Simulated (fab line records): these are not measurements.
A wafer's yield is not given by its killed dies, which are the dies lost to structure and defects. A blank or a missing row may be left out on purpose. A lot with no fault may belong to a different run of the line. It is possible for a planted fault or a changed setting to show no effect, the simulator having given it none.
Which of the tools did it? ; flow n5Finfet ; 21 lots with 63 wafers sampled at 6 steps, on a route of 1938 steps

== WHAT THE GAUGES READ, wafer by wafer ==
The record holds no reading of a measuring or inspecting step that can be judged against a usual standard deviation.

== WHAT TOOL EACH LOT RAN ON (gives the tool, then ch and the chambers of the sampled wafers, and finally the start) ==
lot;N5_BEOL_M2_SPUTTER_94;N5_BEOL_M2_DEP_57;N5_BEOL_M3_ILD_DEP_00;N5_BEOL_M3_STRIP_19;N5_BEOL_M3_ETCH_77;N5_BEOL_M3_STRIP_36
L074;pvdSputter-03, day 7 04:01;pecvd-01 ch 0,1,2, day 7 05:13;pecvd-03 ch 0,1, day 7 05:21;rieDiel-06 ch 0,1,2, day 7 06:46;rieDiel-06 ch 0,1, day 7 07:19;rieDiel-01 ch 0,2, day 7 12:31
L075;pvdSputter-02, day 7 04:21;pecvd-04 ch 0,1, day 7 05:34;pecvd-02 ch 0,1,2, day 7 05:42;rieDiel-01 ch 0,1,2, day 7 06:55;rieDiel-01 ch 0,1,2, day 7 07:35;rieDiel-01 ch 1,2, day 7 16:25
L078;pvdSputter-02, day 9 17:17;pecvd-04 ch 0,1, day 9 18:29;pecvd-03 ch 0,1,2, day 9 18:37;rieDiel-06 ch 1,2,3, day 9 20:08;rieDiel-06 ch 0,2,3, day 9 21:10;rieDiel-06 ch 1,2, day 10 00:08
L083;pvdSputter-02, day 9 20:46;pecvd-01 ch 0,1, day 9 21:58;pecvd-01 ch 0,1,2, day 9 22:05;rieDiel-06 ch 0,1,2, day 10 01:17;rieDiel-05 ch 0,1, day 10 02:06;rieDiel-06 ch 0,1,3, day 10 11:11
L076;pvdSputter-03, day 9 20:52;pecvd-01 ch 0,1, day 9 22:13;pecvd-01 ch 0,1,2, day 9 22:20;rieDiel-06 ch 2,3, day 10 01:14;rieDiel-05 ch 0,1, day 10 01:54;rieDiel-06 ch 0,1, day 10 07:37
L080;pvdSputter-01, day 9 21:13;pecvd-04 ch 0,2, day 9 22:26;pecvd-01 ch 0,1,2, day 9 22:34;rieDiel-06 ch 1,2,3, day 10 01:19;rieDiel-05 ch 1,2,3, day 10 02:13;rieDiel-05 ch 0,1,2, day 10 15:40
L079;pvdSputter-02, day 9 23:38;pecvd-03 ch 0,1,2, day 10 00:51;pecvd-02 ch 0,1, day 10 00:59;rieDiel-05 ch 1,2,3, day 10 02:02;rieDiel-05 ch 0,2,3, day 10 02:42;rieDiel-05 ch 1,2,3, day 10 16:04
L081;pvdSputter-03, day 9 23:55;pecvd-04 ch 0,1, day 10 01:09;pecvd-02 ch 0,1, day 10 01:17;rieDiel-06 ch 0,1,2, day 10 04:26;rieDiel-06 ch 0,2,3, day 10 05:17;rieDiel-05 ch 0,1,2, day 10 14:58
L082;pvdSputter-01, day 10 07:11;pecvd-03 ch 0,1,2, day 10 08:23;pecvd-01 ch 0,1, day 10 08:31;rieDiel-06 ch 0,1,3, day 10 10:08;rieDiel-01 ch 2,3, day 10 10:55;rieDiel-01 ch 2,3, day 11 01:10
L084;pvdSputter-01, day 10 09:16;pecvd-01 ch 0,1,2, day 10 10:28;pecvd-01 ch 0,2, day 10 10:36;rieDiel-01 ch 0,3, day 10 12:23;rieDiel-01 ch 0,2, day 10 12:56;rieDiel-01 ch 0,2, day 11 04:32
L085;pvdSputter-03, day 10 11:06;pecvd-04 ch 1,2, day 10 12:20;pecvd-03 ch 0,1, day 10 12:28;rieDiel-01 ch 0,2, day 10 15:55;rieDiel-05 ch 0,2,3, day 10 16:31;rieDiel-05 ch 0,1,3, day 11 07:45
L088;pvdSputter-02, day 10 13:46;pecvd-04 ch 0,1,2, day 10 14:58;pecvd-03 ch 1,2, day 10 15:07;rieDiel-01 ch 0,2, day 10 16:56;rieDiel-01 ch 2,3, day 10 17:31;rieDiel-05 ch 0,1, day 11 12:33
L087;pvdSputter-02, day 10 18:42;pecvd-03 ch 0,1,2, day 10 20:22;pecvd-03 ch 0,1,2, day 10 20:29;rieDiel-06 ch 2,3, day 10 23:26;rieDiel-05 ch 2,3, day 11 00:06;rieDiel-05 ch 0,1,3, day 11 22:44
L089;pvdSputter-02, day 11 04:19;pecvd-01 ch 0,1,2, day 11 05:32;pecvd-03 ch 0,1, day 11 05:40;rieDiel-05 ch 0,1, day 11 08:50;rieDiel-05 ch 1,3, day 11 09:31;rieDiel-05 ch 0,1, day 12 16:28
L090;pvdSputter-01, day 11 15:08;pecvd-04 ch 1,2, day 11 16:47;pecvd-02 ch 0,1,2, day 11 16:55;rieDiel-05 ch 0,1,3, day 11 19:20;rieDiel-06 ch 0,1,2, day 11 19:53;rieDiel-01 ch 1,2,3, day 13 09:43
L091;pvdSputter-03, day 12 01:44;pecvd-03 ch 0,2, day 12 02:56;pecvd-01 ch 1,2, day 12 03:04;rieDiel-01 ch 0,3, day 12 05:02;rieDiel-01 ch 0,1,3, day 12 05:42;rieDiel-01 ch 0,1, day 12 11:38
L092;pvdSputter-03, day 12 07:22;pecvd-04 ch 0,1, day 12 08:41;pecvd-03 ch 1,2, day 12 08:50;rieDiel-05 ch 0,1,3, day 12 12:10;rieDiel-01 ch 0,3, day 12 12:50;rieDiel-01 ch 1,3, day 13 11:59
L093;pvdSputter-02, day 12 14:03;pecvd-04 ch 0,1, day 12 15:15;pecvd-01 ch 0,1, day 12 15:23;rieDiel-06 ch 0,2,3, day 12 17:43;rieDiel-01 ch 0,1, day 12 18:25;rieDiel-01 ch 0,2,3, day 13 06:23
L094;pvdSputter-02, day 12 16:05;pecvd-04 ch 0,1,2, day 12 17:19;pecvd-03 ch 1,2, day 12 17:26;rieDiel-05 ch 0,1,2, day 12 18:29;rieDiel-05 ch 0,1,3, day 12 19:02;rieDiel-06 ch 0,1,3, day 13 12:04
L096;pvdSputter-03, day 13 05:07;pecvd-03 ch 0,1,2, day 13 06:19;pecvd-01 ch 0,1, day 13 06:26;rieDiel-05 ch 0,3, day 13 07:53;rieDiel-01 ch 1,2,3, day 13 08:33;rieDiel-01 ch 0,1, day 13 20:29
L097;pvdSputter-01, day 13 11:12;pecvd-01 ch 0,1, day 13 12:38;pecvd-02 ch 0,1,2, day 13 12:46;rieDiel-06 ch 0,1,2, day 13 13:48;rieDiel-05 ch 1,2, day 13 14:29;rieDiel-06 ch 1,2,3, day 13 20:35
- N5_BEOL_M2_SPUTTER_94: material Cu, target thk 4.5 nm, time 8.29 s.
- N5_BEOL_M2_DEP_57: deposits SiCN from 3MS/NH3, target thk 8 nm, time 14 s.
- N5_BEOL_M3_ILD_DEP_00: deposits SiOC from DEMS/O2, target thk 79 nm, time 15.3 s.
- N5_BEOL_M3_STRIP_19: strips in O2.
- N5_BEOL_M3_ETCH_77: etches underlayer in N2/H2, target depth 6.5 nm, time 5.2 s.
- N5_BEOL_M3_STRIP_36: strips in N2/H2.

== AS READ BY THE TOOLS THEMSELVES (means over the sampled wafers that have a number; for cases with no such wafer, the mark the record gives instead) ==
N5_BEOL_M2_SPUTTER_94.
lot;tool;substrateTempC (C);susceptorTempC (C);throttleValvePct (%)
L074;pvdSputter-03;-19.96;-19.89;28.5
L075;pvdSputter-02;-20.10;-20.05;31.0
L078;pvdSputter-02;-19.94;-20.04;31.3
L083;pvdSputter-02;-19.95;-20.06;30.5
L076;pvdSputter-03;-20.02;-20.04;28.6
L080;pvdSputter-01;-20.03;-20.01;30.7
L079;pvdSputter-02;-19.95;-19.95;30.1
L081;pvdSputter-03;-20.03;-19.99;28.8
L082;pvdSputter-01;-19.98;-19.99;30.7
L084;pvdSputter-01;-19.99;-20.06;31.3
L085;pvdSputter-03;-20.10;-19.96;29.0
L088;pvdSputter-02;-20.04;-19.98;30.0
L087;pvdSputter-02;-19.96;-19.98;29.5
L089;pvdSputter-02;-20.13;-20.00;30.0
L090;pvdSputter-01;-19.89;-20.04;30.8
L091;pvdSputter-03;-19.89;-19.92;28.5
L092;pvdSputter-03;-20.06;-20.04;29.4
L093;pvdSputter-02;-20.03;-19.94;30.6
L094;pvdSputter-02;-19.91;-19.98;30.2
L096;pvdSputter-03;-19.93;-20.06;29.3
L097;pvdSputter-01;-19.96;-20.03;32.3

N5_BEOL_M2_DEP_57.
lot;tool;showerheadPlenumPTorr (Torr);throttleValvePct (%)
L074;pecvd-01;3.665;9.3
L075;pecvd-04;3.657;9.1
L078;pecvd-04;3.655;9.2
L083;pecvd-01;3.678;9.7
L076;pecvd-01;3.674;9.8
L080;pecvd-04;3.645;8.7
L079;pecvd-03;3.669;9.0
L081;pecvd-04;3.658;9.2
L082;pecvd-03;3.674;9.1
L084;pecvd-01;3.662;9.3
L085;pecvd-04;3.658;8.9
L088;pecvd-04;3.656;9.0
L087;pecvd-03;3.674;9.2
L089;pecvd-01;3.672;9.4
L090;pecvd-04;3.657;8.8
L091;pecvd-03;3.676;8.9
L092;pecvd-04;3.668;9.7
L093;pecvd-04;3.654;9.3
L094;pecvd-04;3.659;9.2
L096;pecvd-03;3.672;9.0
L097;pecvd-01;3.668;9.9

N5_BEOL_M3_ILD_DEP_00.
lot;tool;heaterPowerOuterW (W);heaterPowerW (W);showerheadPlenumPTorr (Torr);susceptorTempC (C);throttleValvePct (%)
L074;pecvd-03;213;411;5.713;350.10;11.9
L075;pecvd-02;272;488;5.701;349.71;12.4
L078;pecvd-03;226;440;5.707;349.97;11.9
L083;pecvd-01;332;591;5.694;349.72;12.5
L076;pecvd-01;335;580;5.705;350.13;12.4
L080;pecvd-01;340;603;5.699;349.91;12.5
L079;pecvd-02;262;450;5.699;349.87;12.2
L081;pecvd-02;248;449;5.702;349.88;12.1
L082;pecvd-01;314;579;5.695;349.99;12.7
L084;pecvd-01;320;570;5.706;350.11;12.0
L085;pecvd-03;232;432;5.693;350.19;12.0
L088;pecvd-03;237;449;5.702;349.98;12.0
L087;pecvd-03;228;443;5.707;349.98;11.9
L089;pecvd-03;236;442;5.709;349.77;12.0
L090;pecvd-02;270;484;5.705;349.98;12.0
L091;pecvd-01;366;626;5.701;350.07;12.1
L092;pecvd-03;226;442;5.711;350.11;11.9
L093;pecvd-01;328;577;5.710;350.09;12.9
L094;pecvd-03;245;461;5.693;350.24;11.9
L096;pecvd-01;346;622;5.701;349.93;13.0
L097;pecvd-02;275;503;5.695;349.88;12.1

N5_BEOL_M3_STRIP_19.
lot;tool;drypumpMotorCurrentA (A);oesProductAu (a.u.);rfVppV (V);showerheadPlenumPTorr (Torr);throttleValvePct (%)
L074;rieDiel-06;6.1;0.76;3.5;2.06;16.60
L075;rieDiel-01;5.8;0.80;3.4;2.11;16.53
L078;rieDiel-06;5.9;0.77;3.8;2.06;16.60
L083;rieDiel-06;6.0;0.73;3.9;2.06;16.64
L076;rieDiel-06;5.6;0.81;4.0;2.13;16.63
L080;rieDiel-06;5.9;0.77;3.5;2.06;16.60
L079;rieDiel-05;5.5;0.73;4.0;2.04;16.83
L081;rieDiel-06;6.1;0.74;3.5;2.05;16.64
L082;rieDiel-06;5.9;0.76;3.4;2.10;16.53
L084;rieDiel-01;5.8;0.88;3.3;2.09;16.18
L085;rieDiel-01;5.7;0.77;3.7;2.08;16.52
L088;rieDiel-01;5.7;0.77;3.3;2.08;16.52
L087;rieDiel-06;5.8;0.78;3.4;2.09;16.77
L089;rieDiel-05;5.4;0.70;4.1;2.03;16.98
L090;rieDiel-05;5.6;0.73;3.6;2.03;16.73
L091;rieDiel-01;5.7;0.83;3.8;2.06;16.27
L092;rieDiel-05;5.6;0.74;4.2;2.03;16.72
L093;rieDiel-06;5.8;0.76;3.0;2.12;16.68
L094;rieDiel-05;5.5;0.80;3.7;2.05;16.89
L096;rieDiel-05;5.8;0.77;3.8;2.03;16.48
L097;rieDiel-06;6.0;0.73;3.6;2.05;16.68

N5_BEOL_M3_ETCH_77.
lot;tool;drypumpMotorCurrentA (A);etchRfOnTimeS (s);oesProductAu (a.u.);rfVppV (V);showerheadPlenumPTorr (Torr);throttleValvePct (%)
L074;rieDiel-06;6.02;5.12;0.65;525.1;2.57;17.8
L075;rieDiel-01;5.82;5.19;0.69;525.2;2.57;17.8
L078;rieDiel-06;5.78;5.33;0.65;525.1;2.60;18.0
L083;rieDiel-05;5.39;5.36;0.61;522.1;2.44;17.9
L076;rieDiel-05;5.59;5.44;0.60;521.4;2.47;17.9
L080;rieDiel-05;5.52;5.29;0.64;520.5;2.46;17.9
L079;rieDiel-05;5.72;5.28;0.63;522.6;2.49;17.8
L081;rieDiel-06;5.79;5.37;0.65;526.4;2.60;18.0
L082;rieDiel-01;5.80;5.05;0.73;527.5;2.59;17.5
L084;rieDiel-01;5.66;5.13;0.67;523.1;2.52;17.7
L085;rieDiel-05;5.74;5.35;0.63;522.1;2.49;17.9
L088;rieDiel-01;5.74;5.14;0.67;525.6;2.61;17.9
L087;rieDiel-05;5.70;5.44;0.61;523.6;2.49;18.0
L089;rieDiel-05;5.57;5.05;0.67;520.7;2.44;17.7
L090;rieDiel-06;6.05;5.27;0.62;523.3;2.50;18.0
L091;rieDiel-01;5.88;5.13;0.72;523.5;2.53;17.6
L092;rieDiel-01;5.72;5.12;0.71;523.5;2.49;17.4
L093;rieDiel-01;5.97;5.17;0.69;524.0;2.54;17.8
L094;rieDiel-05;5.57;5.21;0.63;522.0;2.45;17.8
L096;rieDiel-01;5.88;5.04;0.68;526.0;2.59;17.8
L097;rieDiel-05;5.33;5.29;0.67;520.3;2.43;17.9

N5_BEOL_M3_STRIP_36.
lot;tool;drypumpMotorCurrentA (A);oesProductAu (a.u.);rfVppV (V);showerheadPlenumPTorr (Torr);throttleValvePct (%)
L074;rieDiel-01;5.65;0.80;59.0;2.53;23.3
L075;rieDiel-01;5.98;0.80;59.5;2.61;23.9
L078;rieDiel-06;6.19;0.74;58.6;2.43;23.7
L083;rieDiel-06;5.86;0.76;59.8;2.58;23.6
L076;rieDiel-06;6.04;0.74;59.4;2.56;23.8
L080;rieDiel-05;5.53;0.70;60.0;2.46;23.7
L079;rieDiel-05;5.52;0.73;59.1;2.45;23.6
L081;rieDiel-05;5.58;0.70;59.8;2.46;23.6
L082;rieDiel-01;5.74;0.76;59.4;2.61;23.6
L084;rieDiel-01;5.66;0.73;59.6;2.57;23.7
L085;rieDiel-05;5.59;0.75;60.2;2.45;23.5
L088;rieDiel-05;5.40;0.71;59.9;2.43;23.5
L087;rieDiel-05;5.57;0.74;58.1;2.45;23.4
L089;rieDiel-05;5.39;0.71;58.9;2.43;23.5
L090;rieDiel-01;5.88;0.78;58.7;2.58;23.6
L091;rieDiel-01;5.98;0.80;58.8;2.54;23.6
L092;rieDiel-01;5.94;0.83;59.4;2.56;23.3
L093;rieDiel-01;5.72;0.78;58.7;2.54;23.4
L094;rieDiel-06;5.86;0.74;60.1;2.57;23.7
L096;rieDiel-01;5.97;0.80;58.1;2.53;23.6
L097;rieDiel-06;5.89;0.75;60.5;2.52;23.8

== THE ANSWER, worked out from the rows above alone ==
Rule: the lots themselves supply what counts as usual. Put in order of their means at a reading, lots are off if they are a third of the lots or fewer, leave a main group of 4 or more, and stand apart from it by a gap of 3 or more times the standard deviation of the main group's means; of several such gaps the widest counts. The tables above print the reading to a certain number of digits; a main group whose means all agree to those digits is not used. Also off: a lot with no number at a reading for which 4 or more lots have one. The other lots that the step has rows for count as sound. The gauges are gone through in route order, then the tools' own readings, and for those a lot's mean is taken as printed above. The first step at which some lot is off is used, and at that step the reading that is off furthest; a lot without a number counts as furthest.
No lot is off on any of the readings shown, so nothing can be concluded from this.

== WHAT HAD BEEN PUT IN BY THE SIMULATOR ==
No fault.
